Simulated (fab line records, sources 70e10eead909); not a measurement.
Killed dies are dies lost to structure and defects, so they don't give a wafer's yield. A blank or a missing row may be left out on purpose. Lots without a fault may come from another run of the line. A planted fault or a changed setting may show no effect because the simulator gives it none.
fab line records | flow nand_harc
record lots=6 wafers=18 last_day=32
route steps=1302 shown A_CHANNEL_HOLE_D1@486 A_CHANNEL_FILL_D1@490
lots that met no fault: from a run of the same line without faults
start_h: hours from the record's first day to the start of the lot's first wafer shown | wait_h: hours since the lot's step before | " the same as in the row above | L1.1+2: a row that stands for several wafers | - no value, or no start given | * or withheld: withheld | < > ~ a bound
route shown NAME@n: a module of which the file shows steps, and the number in the route of the first | usual: mean/standard deviation of fault-free wafers | same: alike in all rows | chamber/n: place in a boat | sites: the reading at each site | _std_site: their standard deviation | _edge_site: outer sites' mean less inner sites' | radius_mm: how far each site lies from the wafer's centre | mask NAME#n: copy n | behind: the tool/chamber that last shaped the wafer | hold: why the lot was held/for how many hours/how that ended | device: the transistor (n, p or np) that didn't switch | end of line: the same wafers' tests at the end of the route | a step without rows: its recipe alone | killed: dies lost to structure and defects at the first sort, not the wafer's yield | map: a wafer's dies, x killed, . not, _ none there
set.NAME: the setting as run; set.NAME@STEP: as run at that earlier step | model.NAME: the simulator's own value behind a step, which no gauge read
lots at some steps of the route; a table a step, a row a wafer
services: from which hour (start_h, from the record's first day; less than 0 if before it) a tool's chamber was out of use, for how many hours, and why
## steps
# step NHARC_A_CHANNEL_HOLE_D1_SRD_29
# step NHARC_A_CHANNEL_HOLE_D1_CD_MEAS_30
# usual cd_nm=90.4/1.1
# columns lot.wafer tool chamber start_h wait_h cd_nm
L272.4 cd_sem-01 - 189.66 - 88.9
L272.5 " - " " 90.1
L272.6 " - " " 91.5
L275.4 cd_sem-01 - 213.42 - 89.6
L275.5 " - " " 90.7
L275.6 " - " " 91.2
L276.2 cd_sem-01 - 228.30 - 90.2
L276.3 " - " " 91.2
L276.6 " - " " 90.4
L277.1 cd_sem-01 - 234.81 - 91.8
L277.2 " - " " 92.1
L277.3 " - " " 90.3
L287.3 cd_sem-02 - 334.70 - 88.8
L287.5 " - " " 88.7
L287.6 " - " " 88.6
L292.1 cd_sem-02 - 396.99 - 89.2
L292.2 " - " " 90.2
L292.6 " - " " 90.1
# step NHARC_A_CHANNEL_HOLE_D1_XSEM_31
# recipe landing_energy_ev=35000
# step NHARC_A_CHANNEL_HOLE_D1_INSPECT_40
# usual raw_defect_count=72/28
# columns lot.wafer tool chamber start_h wait_h raw_defect_count
L272.4 defect_inspect-02 - 189.84 - 93
L272.5 " - " " 118
L272.6 " - " " 85
L275.4 defect_inspect-01 - 213.60 - 44
L275.5 " - " " 61
L275.6 " - " " 81
L276.2 defect_inspect-01 - 228.48 - 121
L276.3 " - " " 100
L276.6 " - " " 118
L277.1 defect_inspect-02 - 235.00 - 57
L277.2 " - " " 44
L277.3 " - " " 39
L287.3 defect_inspect-02 - 334.88 - 42
L287.5 " - " " 67
L287.6 " - " " 30
L292.1 defect_inspect-02 - 397.17 - 35
L292.2 " - " " 67
L292.6 " - " " 81
# step NHARC_A_CHANNEL_FILL_D1_PRECLEAN_00
# recipe time_s=* temp_c=50 bath_age_min=0 chemistry=SC1
# step NHARC_A_CHANNEL_FILL_D1_SRD_01
# step NHARC_A_CHANNEL_FILL_D1_ALD_02
# recipe target_thk_a=60 pulse_time_s=10 ald_cycles=60 temp_c=300 material=SiO2
# usual heater_power_w=488/73 precursor_pulse_height_rel=1.000/0.02
# columns lot.wafer tool chamber start_h wait_h heater_power_w precursor_pulse_height_rel
L272.4 ald_hk-02 2 190.10 - 436 0.972
L272.6 " 1 " " 438 0.973
L272.5 " 2 " " 427 0.980
L275.4 ald_hk-02 1 214.01 - 451 1.018
L275.5 " 2 " " 439 0.984
L275.6 " 3 " " 417 0.996
L276.2 ald_hk-03 1 228.67 - 579 0.989
L276.3 " 2 " " 470 0.992
L276.6 " 2 " " 477 1.005
L277.3 ald_hk-04 3 235.26 - 544 0.985
L277.2 " 0 " " 492 0.967
L277.1 " 1 " " 435 1.032
L287.3 ald_hk-02 2 335.29 - 440 0.995
L287.5 " 3 " " 413 1.000
L287.6 " 0 " " 647 0.975
L292.2 ald_hk-04 3 399.29 - 503 1.036
L292.1 " 0 " " 510 1.004
L292.6 " 0 " " 486 0.987
# step NHARC_A_CHANNEL_FILL_D1_ALD_03
# recipe target_thk_a=60 pulse_time_s=60 ald_cycles=58 temp_c=630 pressure_torr=2 material=SiNx
# usual chamber_pressure_Torr=2.000/0.0047 precursor_pulse_height_rel=1.000/0.022
# columns lot.wafer tool chamber start_h wait_h chamber_pressure_Torr precursor_pulse_height_rel
L272.4 ald_sin_batch-01 0 - - 1.997 1.002
L272.5 " 0 " " 2.000 0.988
L272.6 " 0 " " 2.003 1.032
L275.4 ald_sin_batch-03 0 - - 1.994 1.013
L275.5 " 0 " " 1.996 1.024
L275.6 " 0 " " 1.998 1.004
L276.2 ald_sin_batch-01 0 - - 2.010 0.996
L276.3 " 0 " " 2.000 0.984
L276.6 " 0 " " 2.004 0.974
L277.1 ald_sin_batch-01 0 - - 2.004 0.995
L277.2 " 0 " " 2.001 1.000
L277.3 " 0 " " 1.997 0.979
L287.3 ald_sin_batch-02 0 - - 1.996 1.027
L287.5 " 0 " " 2.000 0.989
L287.6 " 0 " " 1.999 0.992
L292.1 ald_sin_batch-01 0 - - 2.002 0.981
L292.2 " 0 " " 2.003 0.987
L292.6 " 0 " " 2.003 0.960
# step NHARC_A_CHANNEL_FILL_D1_ALD_14
# recipe target_thk_a=25 pulse_time_s=10 ald_cycles=25 temp_c=300 material=SiO2
# usual heater_power_w=479/70 precursor_pulse_height_rel=1.002/0.021
# columns lot.wafer tool chamber start_h wait_h heater_power_w precursor_pulse_height_rel
L272.4 ald_hk-04 0 195.89 0.8 489 1.001
L272.6 " 0 " " 487 1.024
L272.5 " 1 " " 431 1.008
L275.4 ald_hk-02 2 220.94 0.2 442 0.984
L275.6 " 3 " " 409 1.041
L275.5 " 0 " " 631 0.969
L276.2 ald_hk-04 0 235.73 0.1 484 0.984
L276.3 " 1 " " 421 1.004
L276.6 " 3 " " 527 1.042
L277.1 ald_hk-04 3 242.21 0.0 534 1.014
L277.2 " 0 " " 503 1.028
L277.3 " 1 " " 434 1.006
L287.3 ald_hk-03 0 342.10 0.0 465 1.015
L287.6 " 0 " " 460 1.014
L287.5 " 1 " " 603 0.994
L292.1 ald_hk-02 1 406.34 0.1 418 1.014
L292.2 " 3 " " 398 0.958
L292.6 " 0 " " 627 1.008
# step NHARC_A_CHANNEL_FILL_D1_ALD_15
# recipe target_thk_a=20 pulse_time_s=60 ald_cycles=19 temp_c=630 pressure_torr=2 material=SiNx
# usual chamber_pressure_Torr=2.001/0.0045 precursor_pulse_height_rel=1.002/0.019
# columns lot.wafer tool chamber start_h wait_h chamber_pressure_Torr precursor_pulse_height_rel
L272.4 ald_sin_batch-02 0 - - 1.998 1.009
L272.5 " 0 " " 1.997 1.023
L272.6 " 0 " " 2.003 1.009
L275.4 ald_sin_batch-03 0 - - 1.992 1.020
L275.5 " 0 " " 1.996 0.975
L275.6 " 0 " " 1.999 0.988
L276.2 ald_sin_batch-03 0 - - 2.006 0.967
L276.3 " 0 " " 2.006 1.016
L276.6 " 0 " " 2.004 0.997
L277.1 ald_sin_batch-01 0 - - 1.995 0.987
L277.2 " 0 " " 2.003 1.010
L277.3 " 0 " " 2.000 1.025
L287.3 ald_sin_batch-02 0 - - 2.007 1.029
L287.5 " 0 " " 2.001 0.998
L287.6 " 0 " " 2.003 0.996
L292.1 ald_sin_batch-03 0 - - 2.006 1.007
L292.2 " 0 " " 2.002 1.027
L292.6 " 0 " " 2.007 1.023
# step NHARC_A_CHANNEL_FILL_D1_ALD_16
# recipe target_thk_a=15 pulse_time_s=10 ald_cycles=15 temp_c=300 material=SiO2
# step NHARC_A_CHANNEL_FILL_D1_ANNEAL_17
# recipe temp_c=850 time_s=1800
# step NHARC_A_CHANNEL_FILL_D1_CVD_18
# recipe target_thk_a=30 temp_c=550 material=poly-Si
# usual spike_tc_centre_C=550.4/1.3 zone_power_top_pct=16.1/0.51
# columns lot.wafer tool chamber start_h wait_h spike_tc_centre_C zone_power_top_pct
L272.4 lpcvd_poly-03 0 211.26 - 550.5 15.8
L272.5 " 0 " " 549.7 15.7
L272.6 " 0 " " 551.3 16.0
L275.4 lpcvd_poly-04 0 235.83 - 548.6 15.9
L275.5 " 0 " " 549.5 15.8
L275.6 " 0 " " 551.5 15.9
L276.2 lpcvd_poly-03 0 250.54 - 551.1 15.7
L276.3 " 0 " " 552.9 15.8
L276.6 " 0 " " 549.8 15.7
L276.2 lpcvd_poly-03 0 254.33 2.1 552.1 15.7
L276.3 " 0 " " 552.2 15.9
L276.6 " 0 " " 551.3 15.9
L277.1 lpcvd_poly-04 0 258.22 - 549.5 15.5
L277.2 " 0 " " 551.4 15.8
L277.3 " 0 " " 548.7 16.0
L277.1 lpcvd_poly-01 0 260.84 0.9 549.4 16.7
L277.2 " 0 " " 549.7 17.1
L277.3 " 0 " " 550.5 17.0
L287.3 lpcvd_poly-04 0 357.22 - 548.8 15.9
L287.5 " 0 " " 549.0 15.7
L287.6 " 0 " " 550.2 15.9
L292.1 lpcvd_poly-03 0 423.06 - 551.3 15.9
L292.2 " 0 " " 552.4 15.9
L292.6 " 0 " " 550.6 15.8
# step NHARC_A_CHANNEL_FILL_D1_ETCHBACK_19
# recipe target_depth_a=50 time_s=1.7 hbr_flow_sccm=150 cl2_flow_sccm=50 rf_w=400 icp_w=400 bias_w=100 chemistry=HBr/Cl2
# usual drypump_motor_current_A=5.6/0.46 oes_product_au=0.998/0.0074 throttle_valve_pct=26.405/0.0094
# columns lot.wafer tool chamber start_h wait_h drypump_motor_current_A oes_product_au rf_hours_counter_h throttle_valve_pct
L272.4 rie_si-04 2 213.33 0.4 5.6 1.010 0.2 26.417
L272.6 " 2 " " 5.6 0.995 - 26.411
L272.5 " 3 " " 4.7 0.990 - 26.413
L275.4 rie_si-04 3 237.94 0.4 4.7 0.999 0.3 26.395
L275.6 " 0 " " 5.9 0.999 - 26.409
L275.5 " 1 " " 5.6 0.985 - 26.397
L276.2 rie_si-02 0 256.79 0.7 6.6 0.998 0.7 26.387
L276.3 " 1 " " 5.5 0.999 0.9 26.408
L276.6 " 2 " " 5.4 0.994 - 26.401
L277.2 rie_si-04 3 263.25 0.7 4.7 0.997 0.4 26.401
L277.3 " 0 " " 5.9 0.992 0.4 26.407
L277.1 " 1 " " 5.7 0.991 0.4 26.396
L287.3 rie_si-04 3 359.32 0.4 4.7 1.002 0.1 26.404
L287.5 " 0 " " 5.9 0.990 - 26.407
L287.6 " 1 " " 5.6 0.983 - 26.388
L292.1 rie_si-02 1 425.17 0.4 5.5 1.011 0.7 26.416
L292.2 " 2 " " 5.4 1.006 0.9 26.394
L292.6 " 3 " " 6.0 1.011 - 26.401
## services
# columns tool chamber start_h hours kind
ald_hk-02 - 170.75 10.0 pm
ald_hk-02 0 170.75 10.0 vent_cycle
ald_hk-02 1 170.75 10.0 vent_cycle
rie_si-02 0 172.51 4.1 repair
lpcvd_poly-01 - 180.73 2.6 repair
ald_hk-03 - 189.27 0.6 repair
ald_hk-03 - 212.00 10.0 pm
rie_si-04 0 233.47 3.9 repair
rie_si-02 2 234.88 6.6 repair
rie_si-02 0 245.81 1.9 repair
ald_hk-04 - 254.74 10.0 pm
ald_sin_batch-02 - 266.00 26.0 pm
rie_si-02 - 277.00 9.0 pm
ald_hk-03 - 285.11 0.9 repair
ald_hk-02 - 295.90 0.6 repair
rie_si-04 0 301.40 5.0 repair
ald_hk-03 - 308.04 0.8 repair
rie_si-04 0 336.25 7.9 repair
rie_si-04 - 342.00 9.0 pm
ald_hk-02 - 348.75 10.0 pm
rie_si-02 1 355.57 27.0 repair
lpcvd_poly-03 - 387.42 26.0 pm
ald_hk-03 - 390.00 10.0 pm
rie_si-02 2 404.00 11.7 repair
## key
first_sign step=NHARC_A_CHANNEL_FILL_D1_CVD_18 reading=visit direction=added
effect none on later readings
met_at NHARC_A_CHANNEL_FILL_D1_CVD_18
struck_wafers L276.2,L276.3,L276.6,L277.1,L277.2,L277.3
later_rows_left_out L276.2,L276.3,L276.6,L277.1,L277.2,L277.3
sort_left_out L276.2,L276.3,L276.6,L277.1,L277.2,L277.3
tester_left_out L276,L277
fault kind=repeated_step_whole tool=lpcvd_poly-01,lpcvd_poly-03,lpcvd_poly-04 chamber=- onset_h=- steps=NHARC_A_CHANNEL_FILL_D1_CVD_18 times=1 scope=struck_lots_only
# tester_left_out: of these lots the tester's yield and bins aren't shown, on N5 and GAA mostly nor the transistor test; their killed dies are dies lost to structure and defects alone, not to doping, threshold or leakage, so they don't give the yield
# sort_left_out: the simulated sort isn't trusted on such a fault, so these wafers' sort isn't shown, and their yield isn't known
# later_rows_left_out: the simulator's readings of these wafers behind a module that went badly wrong aren't trusted and aren't shown, but for the sort
